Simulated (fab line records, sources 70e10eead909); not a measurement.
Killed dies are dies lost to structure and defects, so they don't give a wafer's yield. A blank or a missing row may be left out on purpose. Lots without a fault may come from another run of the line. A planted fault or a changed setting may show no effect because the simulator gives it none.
Which tool did it? | flow nand_harc | 12 lots, 36 wafers sampled, at 6 steps of a route of 1302

WHAT THE GAUGES READ, wafer by wafer
NHARC_A_M1_CD_MEAS_16. Usual: cd_nm 119.9 nm, standard deviation 0.59.
lot  | measured     | on        | cd_nm (nm)        | flag
L132 | day 23 20:59 | cd_sem-03 | 120.7 120.2 120.5 |
L133 | day 23 23:04 | cd_sem-02 | 120.1 120.4 120.7 |
L135 | day 24 01:54 | cd_sem-03 | 120.2 119.7 119.2 |
L137 | day 25 03:55 | cd_sem-02 | 119.7 120.5 119.7 |
L138 | day 25 23:12 | cd_sem-03 | 119.0 119.2 119.4 |
L139 | day 26 00:27 | cd_sem-03 | 120.0 119.2 119.9 |
L144 | day 27 21:20 | cd_sem-03 | 119.4 120.2 119.1 |
L149 | day 29 21:02 | cd_sem-01 | 118.5 119.7 119.9 |
L146 | day 29 22:02 | cd_sem-03 | 120.2 120.0 120.3 |
L155 | day 32 17:48 | cd_sem-02 | 119.6 120.6 121.0 |
L153 | day 32 19:23 | cd_sem-01 | 119.4 120.2 119.6 |
L152 | day 32 22:41 | cd_sem-01 | 119.8 120.1 118.9 |

NHARC_A_BONDPAD_CD_MEAS_13. Usual: cd_nm 499.4 nm, standard deviation 1.4.
lot  | measured     | on        | cd_nm (nm)                          | flag
L132 | day 24 01:43 | cd_sem-01 | 499.8 498.9 498.3                   |
L133 | day 24 03:52 | cd_sem-03 | 497.7 499.8 499.8                   |
L135 | day 24 06:52 | cd_sem-01 | 499.6 499.7 499.9                   |
L137 | day 25 08:43 | cd_sem-01 | 499.5 499.8 500.9                   |
L138 | day 26 03:49 | cd_sem-02 | 500.5 500.6 499.1                   |
L139 | day 26 05:07 | cd_sem-02 | 498.6 497.6 499.1                   |
L144 | day 28 02:07 | cd_sem-03 | 500.4 501.1 501.1                   |
L149 | day 30 02:05 | cd_sem-03 | 497.7 495.7 498.8                   |
L146 | day 30 03:04 | cd_sem-03 | 495.7 498.1 495.1 495.8 498.1 495.1 |
L155 | day 32 22:34 | cd_sem-03 | 499.8 499.8 496.9                   |
L153 | day 33 00:05 | cd_sem-03 | 498.7 498.5 500.0                   |
L152 | day 33 03:25 | cd_sem-03 | 499.7 498.2 499.9                   |

NHARC_END_SORT_01. Usual: defect_limited_yield 90.7 %, standard deviation 3; killed_at_array 58, standard deviation 20; killed_at_other 0.9, standard deviation 1.4; killed_at_periphery 4, standard deviation 3.1; killed_dies 63, standard deviation 20; killed_open 3.3, standard deviation 1.8; killed_short 2.4, standard deviation 1.5.
lot  | measured     | on        | defect_limited_yield (%) | killed_at_array | killed_at_other | killed_at_periphery | killed_dies | killed_open | killed_short | flag
L132 | day 25 18:04 | prober-02 | 90.0 90.3 92.5           | 48 57 43        | 7 2 3           | 13 7 5              | 68 66 51    | 5 4 1       | 1 2 1        |
L133 | day 25 18:53 | prober-01 | 93.2 93.1 91.9           | 41 40 48        | 0 0 1           | 5 7 6               | 46 47 55    | 5 6 2       | 3 2 3        |
L135 | day 26 03:28 | prober-01 | 83.8 83.6 88.2           | 106 109 73      | 2 1 0           | 2 1 7               | 110 111 80  | 0 3 2       | 3 1 1        |
L137 | day 26 13:55 | prober-02 | 91.4 90.4 88.8           | 56 64 76        | 1 0 0           | 1 1 0               | 58 65 76    | 4 4 0       | 3 6 5        |
L138 | day 27 10:08 | prober-02 | 94.8 93.2 94.4           | 34 43 36        | 1 2 1           | 0 1 1               | 35 46 38    | 4 5 5       | 3 7 2        |
L139 | day 27 10:04 | prober-01 | 85.8 84.3 87.6           | 87 103 82       | 5 2 1           | 4 1 1               | 96 106 84   | 0 3 5       | 1 1 3        |
L144 | day 29 17:19 | prober-02 | 91.7 89.2 88.2           | 51 69 72        | 1 1 1           | 4 3 7               | 56 73 80    | 5 4 6       | 3 4 4        |
L149 | day 31 12:09 | prober-02 | 0 0 0                    | 669 673 671     | 1 1 0           | 7 3 6               | 677 677 677 | 4 1 4       | 4 2 3        | OFF
L146 | day 31 12:00 | prober-01 | 0 0 0                    | 673 674 675     | 0 1 0           | 4 2 2               | 677 677 677 | 2 0 4       | 1 1 3        | OFF
L155 | day 34 04:44 | prober-02 | 92.9 91.6 91.0           | 44 54 56        | 2 1 3           | 2 2 2               | 48 57 61    | 4 3 3       | 1 1 5        |
L153 | day 34 05:34 | prober-01 | 92.2 93.4 92.0           | 50 44 54        | 1 0 0           | 2 1 0               | 53 45 54    | 5 2 1       | 2 4 3        |
L152 | day 34 12:37 | prober-01 | 92.6 95.1 92.8           | 45 31 40        | 0 0 0           | 5 2 9               | 50 33 49    | 4 3 7       | 2 1 2        |

WHICH TOOL RAN EACH LOT (tool, then ch and the chambers of the sampled wafers, then the start)
lot  | NHARC_A_BONDPAD_ETCH_12            | NHARC_A_BONDPAD_DEGAS_25     | NHARC_A_BONDPAD_PRE_CLEAN_26
L132 | rie_diel-04 ch 1,3, day 24 01:35   | pvd_sputter-02, day 24 02:22 | pvd_sputter-02, day 25 18:04 or earlier
L133 | rie_diel-08 ch 0,1, day 24 03:43   | pvd_sputter-01, day 24 04:31 | pvd_sputter-01, day 25 18:53 or earlier
L135 | rie_diel-08 ch 0,3, day 24 06:43   | pvd_sputter-01, day 24 07:30 | pvd_sputter-01, day 26 03:28 or earlier
L137 | rie_diel-08 ch 0,1,2, day 25 08:34 | pvd_sputter-03, day 25 09:20 | pvd_sputter-03, day 26 13:55 or earlier
L138 | rie_diel-13 ch 2,3, day 26 03:41   | pvd_sputter-03, day 26 04:30 | pvd_sputter-03, day 27 10:08 or earlier
L139 | rie_diel-08 ch 0,3, day 26 04:57   | pvd_sputter-01, day 26 05:44 | pvd_sputter-01, day 27 10:04 or earlier
L144 | rie_diel-08 ch 0,1, day 28 01:58   | pvd_sputter-03, day 28 02:48 | pvd_sputter-03, day 29 17:19 or earlier
L149 | rie_diel-08 ch 1,3, day 30 01:56   | pvd_sputter-02, day 30 02:43 | pvd_sputter-02, day 31 12:09 or earlier
L146 | rie_diel-08 ch 0,1, day 30 02:56   | pvd_sputter-03, day 30 05:49 | pvd_sputter-03, day 31 12:00 or earlier
L155 | rie_diel-04 ch 0,1, day 32 22:25   | pvd_sputter-02, day 32 23:11 | pvd_sputter-02, day 34 04:44 or earlier
L153 | rie_diel-04 ch 0,1,3, day 32 23:58 | pvd_sputter-03, day 33 00:43 | pvd_sputter-03, day 34 05:34 or earlier
L152 | rie_diel-08 ch 0,1,2, day 33 03:16 | pvd_sputter-01, day 33 04:02 | pvd_sputter-01, day 34 12:37 or earlier
- NHARC_A_BONDPAD_ETCH_12: etches the open film in CHF3/O2, target depth 220 nm, time 110 s.
- NHARC_A_BONDPAD_DEGAS_25: time 60 s.
- NHARC_A_BONDPAD_PRE_CLEAN_26: time 30 s.

WHAT THE TOOLS THEMSELVES READ (means of the sampled wafers that have a number; where no wafer has one, the mark that the record gives instead)
NHARC_A_BONDPAD_ETCH_12. Usual: drypump_motor_current_A 5.64 A, standard deviation 0.28; oes_product_au 0.946 a.u., standard deviation 0.022; rf_fwd_power_W 497.3 W, standard deviation 1.7; rf_vpp_V 369.5 V, standard deviation 1.8; showerhead_plenum_p_Torr 2.35 Torr, standard deviation 0.074; throttle_valve_pct 20.573 %, standard deviation 0.0085.
lot  | tool        | drypump_motor_current_A (A) | oes_product_au (a.u.) | rf_fwd_power_W (W) | rf_vpp_V (V) | showerhead_plenum_p_Torr (Torr) | throttle_valve_pct (%) | flag
L132 | rie_diel-04 | 5.75                        | 0.964                 | 499.6              | 372.1        | 2.45                            | 20.573                 |
L133 | rie_diel-08 | 5.49                        | 0.972                 | 498.2              | 367.6        | 2.28                            | 20.573                 |
L135 | rie_diel-08 | 5.33                        | 0.969                 | 497.4              | 370.4        | 2.34                            | 20.573                 |
L137 | rie_diel-08 | 5.55                        | 0.941                 | 496.2              | 369.7        | 2.33                            | 20.567                 |
L138 | rie_diel-13 | 6.25                        | 0.934                 | 496.5              | 371.3        | 2.45                            | 20.576                 |
L139 | rie_diel-08 | 5.32                        | 0.952                 | 496.7              | 368.9        | 2.34                            | 20.576                 |
L144 | rie_diel-08 | 5.53                        | 0.973                 | 499.2              | 368.3        | 2.28                            | 20.578                 |
L149 | rie_diel-08 | 5.44                        | 0.730                 | 296.8              | 369.0        | 2.31                            | 20.574                 | OFF
L146 | rie_diel-08 | 5.52                        | 0.713                 | 298.6              | 368.4        | 2.28                            | 20.583                 | OFF
L155 | rie_diel-04 | 5.71                        | 0.917                 | 497.6              | 370.0        | 2.38                            | 20.578                 |
L153 | rie_diel-04 | 5.77                        | 0.924                 | 496.1              | 371.4        | 2.39                            | 20.573                 |
L152 | rie_diel-08 | 5.54                        | 0.962                 | 496.1              | 368.9        | 2.32                            | 20.572                 |

NHARC_A_BONDPAD_DEGAS_25. Usual: heater_power_w 447 W, standard deviation 28.
lot  | tool           | heater_power_w (W) | flag
L132 | pvd_sputter-02 | 470                |
L133 | pvd_sputter-01 | 439                |
L135 | pvd_sputter-01 | 436                |
L137 | pvd_sputter-03 | 449                |
L138 | pvd_sputter-03 | 467                |
L139 | pvd_sputter-01 | 427                |
L144 | pvd_sputter-03 | 426                |
L149 | pvd_sputter-02 | 466                |
L146 | pvd_sputter-03 | 444                |
L155 | pvd_sputter-02 | 462                |
L153 | pvd_sputter-03 | 411                |
L152 | pvd_sputter-01 | 440                |

NHARC_A_BONDPAD_PRE_CLEAN_26. Usual: heater_power_w 394 W, standard deviation 24.
lot  | tool           | heater_power_w (W) | flag
L132 | pvd_sputter-02 | 409                |
L133 | pvd_sputter-01 | 386                |
L135 | pvd_sputter-01 | 373                |
L137 | pvd_sputter-03 | 377                |
L138 | pvd_sputter-03 | 406                |
L139 | pvd_sputter-01 | 379                |
L144 | pvd_sputter-03 | 389                |
L149 | pvd_sputter-02 | 398                |
L146 | pvd_sputter-03 | 414                |
L155 | pvd_sputter-02 | 401                |
L153 | pvd_sputter-03 | 366                |
L152 | pvd_sputter-01 | 378                |

THE ANSWER, worked out from the rows above alone
Rule: a lot is off if the mean of its wafers that have a number lies more than 3 standard deviations from the usual mean. A lot without any number at a reading at which 4 lots or more have one is off too. The other lots that the step has rows for count as sound. The gauges are gone through in route order, then the tools' own readings, and for those a lot's mean is taken as printed above. The first step at which some lot is off is used, and at that step the reading that is off furthest; a lot without a number counts as furthest.
Off: L149, L146, at NHARC_END_SORT_01 (killed_at_array).
A tool fits if, at a process step before that reading, it ran every lot that is off, and no sound lot after the first of them. The gauges at NHARC_END_SORT_01 aren't tried: what is off there is off at NHARC_A_BONDPAD_ETCH_12 too, on other tools, and a gauge's error can't cause that. NHARC_A_BONDPAD_PRE_CLEAN_26 gives no start for some lots, so the hours and the order of its lots are those of NHARC_END_SORT_01. None of those tried fits.

WHAT THE SIMULATOR HAD PUT IN
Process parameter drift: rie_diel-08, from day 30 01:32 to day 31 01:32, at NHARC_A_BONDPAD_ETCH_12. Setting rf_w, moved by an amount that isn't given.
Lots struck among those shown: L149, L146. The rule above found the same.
